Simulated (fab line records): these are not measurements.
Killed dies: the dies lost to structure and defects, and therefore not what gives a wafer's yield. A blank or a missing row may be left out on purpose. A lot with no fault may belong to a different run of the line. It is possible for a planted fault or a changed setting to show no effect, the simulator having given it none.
Matching of chambers	flow nandHarc	4 sister chambers for NHARC_A_STAIRCASE_ALD_415 on aldHk-02
The step deposits SiO2, target thk 30 nm, pulse time 6 s, ald cycles 300. 4 wafers are shown with their chamber, then 7 later ones without.

== WAFERS PAIRED WITH THEIR CHAMBERS ==
wafer	chamber	heaterPowerOuterW (W)
L082.1	0	303
L085.2	1	249
L086.3	3	262
L086.4	2	283

== WAFERS WHOSE CHAMBER IS MISSING ==
wafer	heaterPowerOuterW (W)
L086.5	243
L093.3	264
L093.5	234
L093.6	269
L097.2	311
L097.3	274
L097.5	280

== CHAMBER TAKEN BY EACH ==
wafer	from the rows above	in truth
L086.5	can't be placed: 1 or 3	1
L093.3	can't be placed: 3 or 1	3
L093.5	can't be placed: 1 or 3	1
L093.6	can't be placed: 3 or 2 or 1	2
L097.2	0	0
L097.3	can't be placed: 2 or 3 or 1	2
L097.5	can't be placed: 2 or 3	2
Correctly placed: 1 of 7. Unplaceable from these rows: 6, with the true chamber sitting among the candidates in 6. Wrongly placed: 0.
How it was worked out, from the rows above alone: a wafer's distance from a chamber is the root of the sum, over the readings, of the square of ((its reading less the chamber's mean) divided by the reading's scatter). If the next closest chamber is less than 2 further off than the closest, the wafer can't be placed; otherwise it belongs to the closest. Each chamber's mean is taken over the wafers shown for it. The scatter (one wafer shown for each chamber): square how far every hidden wafer sits from the nearest shown wafer, average those squares and take the square root.
